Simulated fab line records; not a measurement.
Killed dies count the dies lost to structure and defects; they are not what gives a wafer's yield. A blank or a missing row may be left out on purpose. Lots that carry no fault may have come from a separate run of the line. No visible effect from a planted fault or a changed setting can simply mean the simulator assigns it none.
fab line records ; flow n5-finfet
record: lots: 5; wafers: 14; last-day: 17
route steps=1938 shown BEOL_M15@1776 PASSIVATION@1936
lots that met no fault: taken from a fault-free run of the same line
start-h: the number of hours between the record's first day and the start of the first shown wafer of the lot ; wait-h: hours from the lot's prior step to this one ; " same as the row above ; L1.1+2: one row covering several wafers at once ; - no value, or no start given ; * or withheld: withheld ; < > ~ a bound
route shown NAME@n: a module of which the file shows steps, and the number in the route of the first ; usual: mean and standard deviation over wafers with no fault ; same: alike in all rows ; chamber/n: place in a boat ; sites: each site's reading ; _std_site: the standard deviation of these ; _edge_site: outer sites' mean less inner sites' ; radius-mm: how far each site lies from the wafer's centre ; mask NAME#n: copy n ; behind: the most recent tool/chamber to have shaped the wafer ; hold: cause of the lot's hold/its duration in hours/its outcome ; device: transistor that didn't switch, given as n, p or np ; end of line: tests run on the same wafers once the route is complete ; a step given without rows: its recipe and nothing more ; killed: at the first sort, the dies lost to defects and structure; wafer yield is something else ; map: a wafer's dies, marking killed ones x, the rest . and places with no die _
set.NAME: the run value of the setting; set.NAME@STEP: its run value at that earlier step ; model.NAME: the simulator's own value behind a step, which no gauge read
lots at selected steps of the route; one table per step, one row per wafer
services: a tool's chamber out of use, with start hour (start-h, from the record's first day; less than 0 if before it), hours out, and reason
== steps ==
step: N5_BEOL_M15_COAT_04
recipe: spin-rpm: 1704; resist-thk-nm: 800
step: N5_BEOL_M15_EBR_06
recipe: solvent: PGMEA; ebr-width-mm: 1.5
step: N5_BEOL_M15_SOFTBAKE_05
recipe: temp-c: 130; time-s: 60
step: N5_BEOL_M15_EXPOSE_07
recipe: mask-id: V14; na: 0.8; source-shape: annular; sigma-inner: 0.5; sigma-outer: 0.8; polarization: unpolarized; attpsm-phase-deg: 180; dose-mj: 41.25
step: N5_BEOL_M15_PEB_08
recipe: peb-temp-c: 130; peb-time-s: 90
step: N5_BEOL_M15_DEVELOP_09
recipe: develop-time-s: 45; rinse-liquid: diw; dry: air-spin; dev-temp-c: 21
step: N5_BEOL_M15_HARDBAKE_14
recipe: temp-c: 130; time-s: 120
step: N5_BEOL_M15_CD_MEAS_10
recipe: target-cd-nm: 360; landing-energy-ev: 500; detector: se-inlens; polarity: opening
usual: cd-nm: 358.6/2.5
lot.wafer;tool;chamber;start-h;wait-h;cd-nm
L898.2;cd-sem-02;0;243.91;-;358.5
L898.4;cd-sem-02;0;243.91;-;356.8
L898.5;cd-sem-02;0;243.91;-;358.8
L906.1;cd-sem-01;0;293.94;-;357.3
L906.2;cd-sem-01;0;293.94;-;359.8
L906.4;cd-sem-01;0;293.94;-;358.6
L914.1;cd-sem-03;0;355.53;-;357.2
L914.3;cd-sem-03;0;355.53;-;357.1
L919.1;cd-sem-03;0;387.06;-;357.2
L919.3;cd-sem-03;0;387.06;-;361.1
L919.4;cd-sem-03;0;387.06;-;358.1
L918.2;cd-sem-02;0;387.35;-;359.2
L918.3;cd-sem-02;0;387.35;-;355.1
L918.6;cd-sem-02;0;387.35;-;359.5
step: N5_BEOL_M15_OVL_MEAS_11
recipe: points-per-wafer: 44
usual: V14_OVL: 1/5.7
lot.wafer;tool;chamber;start-h;wait-h;V14_OVL[nm]
L898.2;overlay-01;0;243.94;0.0;7
L898.4;overlay-01;0;243.94;0.0;-11
L898.5;overlay-01;0;243.94;0.0;2
L906.1;overlay-01;0;293.97;0.0;3
L906.2;overlay-01;0;293.97;0.0;3
L906.4;overlay-01;0;293.97;0.0;4
L914.1;overlay-01;0;355.56;0.0;4
L914.3;overlay-01;0;355.56;0.0;2
L919.1;overlay-01;0;387.09;0.0;5
L919.3;overlay-01;0;387.09;0.0;3
L919.4;overlay-01;0;387.09;0.0;1
L918.2;overlay-01;0;387.38;0.0;4
L918.3;overlay-01;0;387.38;0.0;7
L918.6;overlay-01;0;387.38;0.0;5
step: N5_BEOL_M15_INSPECT_12
recipe: mode: adi; inspect-instrument: macro
usual: raw-defect-count: 1.9/1.4
lot.wafer;tool;chamber;start-h;wait-h;raw-defect-count
L898.2;defect-inspect-02;-;243.96;0.0;2
L898.4;defect-inspect-02;-;243.96;0.0;4
L898.5;defect-inspect-02;-;243.96;0.0;0
L906.1;defect-inspect-01;-;293.99;0.0;0
L906.2;defect-inspect-01;-;293.99;0.0;1
L906.4;defect-inspect-01;-;293.99;0.0;2
L914.1;defect-inspect-01;-;355.59;0.0;1
L914.3;defect-inspect-01;-;355.59;0.0;1
L919.1;defect-inspect-02;-;387.12;0.0;3
L919.3;defect-inspect-02;-;387.12;0.0;1
L919.4;defect-inspect-02;-;387.12;0.0;0
L918.2;defect-inspect-02;-;387.41;0.0;2
L918.3;defect-inspect-02;-;387.41;0.0;3
L918.6;defect-inspect-02;-;387.41;0.0;3
step: N5_BEOL_M15_DESCUM_15
recipe: chemistry: O2; time-s: 7.9; source-power-w: 50; bias-power-w: 20; pressure-mtorr: 20; rf-frequency-hz: 2.712e+07; temp-c: 40; o2-flow-sccm: 225
usual: drypump-motor-current-A: 5.8/0.56; oes-product-au: 0.82/0.076; rf-fwd-power-W: 49.48/0.21; rf-vpp-V: 242.9/1.1; showerhead-plenum-p-Torr: 2.06/0.058; throttle-valve-pct: 20.26/0.26
lot.wafer;tool;chamber;start-h;wait-h;drypump-motor-current-A;oes-product-au;rf-fwd-power-W;rf-hours-counter-h;rf-vpp-V;showerhead-plenum-p-Torr;throttle-valve-pct
L898.2;rie-diel-05;0;244.00;0.0;6.4;0.76;49.35;122;243.3;2.02;20.55
L898.4;rie-diel-05;3;244.00;0.0;5.4;0.93;49.06;31;243.8;2.12;20.32
L898.5;rie-diel-05;2;244.00;0.0;5.7;0.84;49.62;-;242.2;2.10;19.94
L906.1;rie-diel-01;3;294.03;0.0;6.3;0.73;49.51;157;241.5;1.98;20.18
L906.2;rie-diel-01;2;294.03;0.0;5.6;0.82;49.21;74;241.1;2.03;20.34
L906.4;rie-diel-01;1;294.03;0.0;5.7;0.94;49.50;14;246.0;2.22;20.10
L914.1;rie-diel-05;3;355.82;0.2;5.5;0.86;49.56;66;244.0;2.11;20.38
L914.3;rie-diel-05;1;355.82;0.2;5.4;0.77;49.26;99;242.5;2.09;20.07
L919.1;rie-diel-03;1;387.15;0.0;4.7;0.82;49.51;93;242.4;2.02;20.52
L919.3;rie-diel-03;0;387.15;0.0;6.6;0.86;49.88;47;243.0;2.02;20.16
L919.4;rie-diel-03;2;387.15;0.0;5.2;0.94;49.29;10;242.6;2.06;20.29
L918.2;rie-diel-03;2;387.56;0.2;5.2;0.95;49.28;10;242.1;2.06;20.29
L918.3;rie-diel-03;0;387.56;0.2;6.6;0.88;49.66;48;241.9;2.02;20.16
L918.6;rie-diel-03;0;387.56;0.2;6.6;0.88;49.64;-;242.0;2.02;20.15
step: N5_BEOL_M15_ETCH_59
recipe: chemistry: N2/H2; target: BARC; target-depth-a: 890; overetch-a: 267; time-s: 67.9; ion-energy-ev: 200; pressure-mtorr: 30; source-w: 840; bias-w: 150; n2-flow-sccm: 200; h2-flow-sccm: 200
usual: drypump-motor-current-A: 5.8/0.55; oes-product-au: 0.70/0.059; rf-fwd-power-W: 834.1/2.9; rf-vpp-V: 523.2/2.2; showerhead-plenum-p-Torr: 2.52/0.07; throttle-valve-pct: 17.80/0.25
lot.wafer;tool;chamber;start-h;wait-h;drypump-motor-current-A;oes-product-au;rf-fwd-power-W;rf-hours-counter-h;rf-vpp-V;showerhead-plenum-p-Torr;throttle-valve-pct
L898.2;rie-diel-05;0;244.03;0.0;6.4;0.64;831.7;122;520.0;2.47;18.15
L898.4;rie-diel-05;3;244.03;0.0;5.5;0.77;829.7;31;525.0;2.62;18.00
L898.5;rie-diel-05;2;244.03;0.0;5.7;0.72;837.7;-;523.8;2.57;17.53
L906.1;rie-diel-01;3;294.06;0.0;6.3;0.63;834.0;157;522.4;2.44;17.87
L906.2;rie-diel-01;2;294.06;0.0;5.6;0.70;829.4;74;522.2;2.45;17.67
L906.4;rie-diel-01;1;294.06;0.0;5.7;0.78;835.7;14;531.1;2.70;17.53
L914.1;rie-diel-05;3;355.85;0.0;5.5;0.73;834.1;66;525.3;2.61;18.06
L914.3;rie-diel-05;1;355.85;0.0;5.4;0.66;830.1;99;525.7;2.55;17.54
L919.1;rie-diel-03;1;387.19;0.0;4.7;0.69;836.1;93;522.3;2.47;18.13
L919.3;rie-diel-03;0;387.19;0.0;6.5;0.73;835.8;47;522.3;2.47;17.55
L919.4;rie-diel-03;2;387.19;0.0;5.2;0.81;836.4;10;523.2;2.49;17.74
L918.2;rie-diel-03;2;387.60;0.0;5.2;0.80;829.5;10;521.9;2.49;17.75
L918.3;rie-diel-03;0;387.60;0.0;6.6;0.73;837.9;48;520.8;2.47;17.55
L918.6;rie-diel-03;0;387.60;0.0;6.6;0.72;838.1;-;522.5;2.47;17.56
step: N5_BEOL_M15_VIA_ETCH_16
recipe: chemistry: C4F8/O2/Ar; target: SiO2; he-inner-torr: 15; he-outer-torr: 30; target-depth-a: 17922; time-s: withheld; ion-energy-ev: 800; pressure-mtorr: 20; source-w: 1905; bias-w: 2040; Ar_flow_sccm: 400; C4F8_flow_sccm: 16; O2_flow_sccm: 12; ends: cleared
usual: drypump-motor-current-A: 5.8/0.55; he-inner-torr: 15.00/0.03; mfc-ar-sccm: 399.9/1.1; oes-product-au: 0.74/0.07; rf-fwd-power-W: 1902/6.1; rf-vpp-V: 2207/50; showerhead-plenum-p-Torr: 3.41/0.087; throttle-valve-pct: 30.83/0.27
lot.wafer;tool;chamber;start-h;wait-h;drypump-motor-current-A;he-inner-torr;mfc-ar-sccm;oes-product-au;rf-fwd-power-W;rf-vpp-V;showerhead-plenum-p-Torr;throttle-valve-pct
L898.2;rie-diel-05;0;244.08;0.0;6.4;14.98;400.1;0.68;1896;2111;3.31;30.96
L898.4;rie-diel-05;3;244.08;0.0;5.5;14.96;400.0;0.84;1904;2231;3.51;31.05
L898.5;rie-diel-05;2;244.08;0.0;5.7;14.96;398.5;0.76;1909;2249;3.45;30.34
L906.1;rie-diel-01;3;294.11;0.0;6.3;15.00;399.2;0.66;1896;2091;3.32;30.83
L906.2;rie-diel-01;2;294.11;0.0;5.7;15.00;399.2;0.74;1895;2203;3.35;30.77
L906.4;rie-diel-01;1;294.11;0.0;5.7;14.97;400.5;0.84;1902;2224;3.64;30.61
L914.1;rie-diel-05;3;355.90;0.0;5.4;15.01;400.6;1.06;1895;2227;3.49;31.51
L914.3;rie-diel-05;1;355.90;0.0;5.5;14.98;402.7;0.69;1898;2211;3.47;30.68
L919.1;rie-diel-03;1;387.24;0.0;4.7;15.02;399.7;0.73;1901;2192;3.33;30.97
L919.3;rie-diel-03;0;387.24;0.0;6.5;15.00;399.0;0.80;1915;2179;3.41;31.16
L919.4;rie-diel-03;2;387.24;0.0;5.2;15.03;401.9;0.86;1902;2272;3.39;30.91
L918.2;rie-diel-03;2;387.65;0.0;5.2;15.02;400.2;0.86;1903;2273;3.39;30.89
L918.3;rie-diel-03;0;387.65;0.0;6.6;14.96;398.6;0.79;1904;2178;3.41;31.18
L918.6;rie-diel-03;0;387.65;0.0;6.6;15.04;399.1;0.78;1900;2179;3.41;31.17
step: N5_BEOL_M15_STRIP_63
recipe: chemistry: O2; power-w: 600; temp-c: 60; pressure-mtorr: 30; rf-frequency-hz: 6e+07; bias-power-w: 0; overash-fraction: 0.3; o2-flow-sccm: 225
usual: drypump-motor-current-A: 5.8/0.55; oes-product-au: 0.83/0.077; rf-vpp-V: 3.6/0.79; showerhead-plenum-p-Torr: 2.07/0.059; throttle-valve-pct: 16.51/0.25
lot.wafer;tool;chamber;start-h;wait-h;drypump-motor-current-A;oes-product-au;rf-hours-counter-h;rf-vpp-V;showerhead-plenum-p-Torr;throttle-valve-pct
L898.2;rie-diel-05;0;-;-;6.4;0.77;123;3.3;2.02;16.82
L898.4;rie-diel-05;3;-;-;5.5;0.93;31;3.4;2.13;16.51
L898.5;rie-diel-05;2;-;-;5.7;0.83;-;4.8;2.11;16.17
L906.1;rie-diel-01;3;-;-;6.3;0.72;157;4.4;1.98;16.53
L906.2;rie-diel-01;2;-;-;5.6;0.83;74;4.1;2.04;16.58
L906.4;rie-diel-01;1;-;-;5.7;0.93;14;3.5;2.23;16.31
L914.1;rie-diel-05;3;-;-;5.5;0.87;66;3.7;2.12;16.59
L914.3;rie-diel-05;1;-;-;5.4;0.77;99;2.6;2.09;16.36
L919.1;rie-diel-03;1;-;-;4.7;0.82;93;5.5;2.02;16.80
L919.3;rie-diel-03;0;-;-;6.5;0.88;48;4.5;2.03;16.41
L919.4;rie-diel-03;2;-;-;5.2;0.94;10;4.3;2.07;16.49
L918.2;rie-diel-03;2;-;-;5.2;0.94;10;5.1;2.07;16.49
L918.3;rie-diel-03;0;-;-;6.6;0.88;48;3.3;2.03;16.41
L918.6;rie-diel-03;0;-;-;6.6;0.87;-;3.3;2.03;16.40
step: N5_PASSIVATION_PROBE_49
usual: defect-limited-yield: 91.3/1.5; killed_at_M0_to_M3: 35/8.7; killed_at_M4_up: 14/5.5; killed-at-contacts: 11/5.6; killed-at-front-end: 39/13; killed-at-other: 3.7/2.2; killed-dies: 103/18; killed-open: 69/14; killed-short: 33/7.8; sort_bin_4_leakage: 0.02/0.15; sort_bin_5_function: 5.1/0.99; sort_bin_6_memory: 3.3/0.67; sort_bin_8_speed: 0.02/0.17; sort-n-pass: 1077/18; sort-yield-pct: 91.2/1.5
same: gross-dies: 1180; killed-at-back-side: 0
lot.wafer;tool;chamber;start-h;wait-h;defect-limited-yield[%];killed_at_M0_to_M3;killed_at_M4_up;killed-at-contacts;killed-at-front-end;killed-at-other;killed-dies;killed-open;killed-short;sort_bin_4_leakage[%];sort_bin_5_function[%];sort_bin_6_memory[%];sort_bin_8_speed[%];sort-n-pass;sort-yield-pct[%]
L898.2;prober-02;-;267.66;0.1;91.9;32;8;19;35;2;96;67;28;0;5.4;2.5;0;1084;91.9
L898.4;prober-02;-;267.76;0.2;90.7;45;14;11;34;6;110;75;30;0;5.1;4.2;0;1070;90.7
L898.5;prober-02;-;267.81;0.2;91.3;36;13;16;35;3;103;72;29;0;5.8;2.7;0;1077;91.3
killed by level:class
L898.2 BEOL_M3:geometric-particle:open=14 STI_FIN_REVEAL:geometric-particle:open=12 MOL_CONTACT_COAG:geometric-particle:open=12 FIN_SAQP:geometric-particle:open=9 MOL_CONTACT_COAG:geometric-particle:short=7 BEOL_M0_SAQP:geometric-particle:open=6 BEOL_M0_SAQP:geometric-particle:short=5 FIN_SAQP:geometric-particle:short=2
L898.4 STI_FIN_REVEAL:geometric-particle:open=14 BEOL_M0_SAQP:geometric-particle:open=11 BEOL_M2:geometric-particle:open=9 BEOL_M3:geometric-particle:open=8 MOL_CONTACT_COAG:geometric-particle:open=7 BEOL_M0_SAQP:geometric-particle:short=7 BEOL_M4:geometric-particle:open=6 FIN_SAQP:geometric-particle:short=4
L898.5 MOL_CONTACT_COAG:geometric-particle:open=13 BEOL_M0_SAQP:geometric-particle:open=10 FIN_SAQP:geometric-particle:open=8 STI_FIN_REVEAL:geometric-particle:open=8 BEOL_M3:geometric-particle:open=7 BEOL_M0_SAQP:geometric-particle:short=5 BEOL_M2:geometric-particle:open=4 STARTING-WAFER:geometric-particle:open=4
== services ==
tool;chamber;start-h;hours;kind
rie-diel-05;1;223.62;5.1;repair
rie-diel-01;1;235.70;-;clean
rie-diel-01;1;235.70;-;consumable-replace:focus-ring
rie-diel-01;1;235.70;-;consumable-replace:showerhead
rie-diel-01;1;235.70;14.6;scheduled-down
rie-diel-01;1;235.70;14.6;vent-cycle
rie-diel-01;3;248.54;4.6;repair
rie-diel-03;-;271.79;0.6;repair
rie-diel-05;2;312.96;1.2;repair
rie-diel-05;0;325.26;13.9;repair
rie-diel-05;1;332.19;21.8;repair
rie-diel-03;2;344.44;-;clean
rie-diel-03;2;344.44;-;consumable-replace:focus-ring
rie-diel-03;2;344.44;12.0;scheduled-down
rie-diel-03;2;344.44;12.0;vent-cycle
rie-diel-01;1;350.76;4.5;repair
rie-diel-03;3;355.96;5.1;repair
== key ==
first-sign: step: N5_BEOL_M15_VIA_ETCH_16; reading: oes-product-au; direction: up; sigmas: 4.5; usual: 0.74; struck: 1.06
effect none on later readings
met-at N5_BEOL_M15_VIA_ETCH_16
struck-wafers L914.1
onset-between 244.08 355.90
fault: kind: process-parameter-drift; tool: rie-diel-05; chamber: -; onset-h: 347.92; steps: N5_BEOL_M15_VIA_ETCH_16; channel: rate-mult; offset: 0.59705; shape: step; end-h: 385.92; scope: struck-wafers-only
